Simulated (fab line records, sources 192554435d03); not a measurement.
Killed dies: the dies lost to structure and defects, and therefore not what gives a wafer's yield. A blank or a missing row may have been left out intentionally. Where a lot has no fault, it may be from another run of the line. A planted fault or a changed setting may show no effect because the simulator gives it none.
Struck lot and sound lot, side by side | flow n5-finfet | 42 out of 1938 route steps
Sound: wafers L481.2, L481.3, L481.5. Struck: wafer L487.4 (left out: L487.1, L487.6 of the same lot, which were not struck); the cause appears at the end.
Order at every step that has rows: each side's tool, ch and its chambers, its first start. Under that, the readings that differ: sound wafers | struck wafers | difference of the means | sigmas: that difference in standard deviations of wafers without a fault.
alike: a reading whose means differ by less than 2 such deviations, as well as words and numbers matching on both sides. not compared: withheld readings; readings where some wafer has no value; bounds like >300 that might hide an equal value; numbers whose values overlap and for which the record gives no deviation.
A row with sigmas, a row that says differs or no value, or rows on one side alone: a step with any of these is where the two part. Non-overlapping numbers with no deviation appear without sigmas and do not part them. Lack of a reading on every wafer of one side parts them only where that side has two or more wafers.

first, 12 steps without rows for these wafers: N5_SD_EPI_N_STRIP_36 (strips in N2/H2); N5_SD_EPI_N_ETCHBACK_44 (etches SiNx in CH3F/O2, stops on SiO2, target depth 14.5 nm); N5_SD_EPI_N_ETCH_45 (etches SiOCN in CH3F/O2, target depth 6 nm); N5_SD_EPI_N_ETCH_16 (etches SiO2 in CHF3/O2, target depth 5 nm); N5_SD_EPI_N_STRIP_47 (strips in CHF3/O2); N5_SD_EPI_N_SD_RECESS_17 (chemistry HBr/Cl2/O2, target depth 41 nm, time 23.7 s, bt time 3 s); N5_SD_EPI_N_STRIP_38 (strips in N2/H2); N5_SD_EPI_N_WET_ETCH_43 (etches SiO2 in dHF, time 14 s, target depth 1.5 nm); N5_SD_EPI_N_STRIP_18 (strips in SPM, time 750 s); N5_SD_EPI_N_SRD_20 (time 30 s); N5_SD_EPI_N_PRECLEAN_48 (cleans in NF3:NH3, afs cycles 2, time 20 s, sublimation time 60 s); N5_SD_EPI_N_VAPOR_ETCH_50 (etches Si in HCl, time 54 s).
N5_SD_EPI_N_EPI_21: deposits Si:P, time 690 s.
  sound on epi-rpcvd-01 ch 0, day 4 21:11; struck on epi-rpcvd-01 ch 0, day 6 16:23
  reading                                   | sound        | struck | difference | sigmas
  epi-growth-time-s (s)                     | 690 690 690  | 763.67 | +73.67     |
  model.Si-P_of_SD_EPI_N_EPI_21.thk-nm (nm) | 59.4 58.8 59 | 63.4   | +4.3       |
  alike: chamber-pressure-Torr
N5_SD_EPI_N_EPI_MEAS_23:
  struck on film-metro-02, day 6 18:06; sound on film-metro-02, day 4 23:05
  reading     | sound          | struck | difference | sigmas
  thk-nm (nm) | 57.9 59.1 59.5 | 63.3   | +4.5       | +4
then, 24 steps without rows for these wafers: N5_SD_EPI_N_PRECLEAN_24 (cleans in O3/DIW, time 60 s); N5_SD_EPI_N_SRD_25 (time 30 s); N5_SD_EPI_N_PRECLEAN_49 (cleans in NF3:NH3, afs cycles 1, time 20 s, sublimation time 60 s); N5_SD_EPI_N_LINER_46 (material SiNx, target thk 3 nm); N5_SD_EPI_P_COAT_34 (time 60 s, resist thk 350 nm); N5_SD_EPI_P_COAT_35 (time 60 s, resist thk 35 nm); N5_SD_EPI_P_COAT_03 (resist thk 150 nm); N5_SD_EPI_P_EBR_05; N5_SD_EPI_P_SOFTBAKE_04 (time 60 s); N5_SD_EPI_P_EXPOSE_06 (exposes mask SD P BLK, target cd 240 nm); N5_SD_EPI_P_PEB_07 (peb time 60 s); N5_SD_EPI_P_DEVELOP_08 (develop time 30 s); N5_SD_EPI_P_DESCUM_14 (chemistry O2, time 7.9 s); N5_SD_EPI_P_ETCH_36 (etches SiARC in CF4, target depth 45.5 nm, time 75.8 s); N5_SD_EPI_P_ETCH_37 (etches SOC in N2/H2, overetch 108 nm, time 486 s); N5_SD_EPI_P_STRIP_38 (strips in N2/H2); N5_SD_EPI_P_ETCHBACK_46 (etches SiNx in CH3F/O2, stops on SiO2, target depth 17.5 nm); N5_SD_EPI_P_ETCH_47 (etches SiOCN in CH3F/O2, target depth 25 nm); N5_SD_EPI_P_ETCH_16 (etches SiO2 in CHF3/O2, target depth 5 nm); N5_SD_EPI_P_STRIP_50 (strips in CHF3/O2); N5_SD_EPI_P_SD_RECESS_17 (chemistry HBr/Cl2/O2, target depth 39.1 nm, bt time 3 s); N5_SD_EPI_P_WET_ETCH_45 (etches SiO2 in dHF, time 10.7 s, target depth 2 nm, rinse time 30 s); N5_SD_EPI_P_STRIP_40 (strips in N2/H2); N5_SD_EPI_P_PRECLEAN_52 (cleans in O3/DIW, time 60 s).
N5_SD_EPI_P_PRECLEAN_24: cleans in O3/DIW, time 45 s.
  sound on wet-bench-06 ch 2,3,7, day 5 03:56; struck on wet-bench-04 ch 6, day 6 23:17
  reading                                   | sound        | struck | difference | sigmas
  model.Si-P_of_SD_EPI_N_EPI_21.thk-nm (nm) | 58.6 58 58.2 | 62.4   | +4.1       |
N5_SD_ACTIVATION_RS_MEAS_03: measures by four-point-probe.
  struck on film-metro-02, day 6 23:47; sound on film-metro-01, day 5 04:27
  reading          | sound             | struck | difference | sigmas
  RS_SD_N (ohm/sq) | 21.72 22.10 21.80 | 20.53  | -1.34      | -5
  alike: RS_SD_P
-- the record jumps here: 5 days lie between the struck wafers' starts before and after (it left off in module SD_ACTIVATION and takes up again in module BEOL_M4, whose first step shown is number 1111 of the route) --
N5_BEOL_M4_RC_MEAS_101:
  sound on prober-02 ch 0, day 9 21:36; struck on prober-02 ch 0, day 11 13:32
  reading          | sound          | struck | difference | sigmas
  ION_P (uA/um)    | 456 453 449    | 470    | +17        | +2
  RS_SD_N (ohm/sq) | 28.0 28.3 28.3 | 26.5   | -1.7       | -4
  VT_N (mV)        | 251 248 253    | 243    | -8         | -2
  alike: DIBL_N, DIBL_P, IOFF_N, IOFF_P, ION_N, SS_N, SS_P, VT_P
N5_PASSIVATION_PROBE_49:
  the record holds rows for the sound wafers here (prober-01, day 14 04:41) but none for the struck ones

== WHERE THEY PART ==
First at N5_SD_EPI_N_EPI_MEAS_23; last, within this record, at N5_PASSIVATION_PROBE_49.

WHY: what the simulator had put in
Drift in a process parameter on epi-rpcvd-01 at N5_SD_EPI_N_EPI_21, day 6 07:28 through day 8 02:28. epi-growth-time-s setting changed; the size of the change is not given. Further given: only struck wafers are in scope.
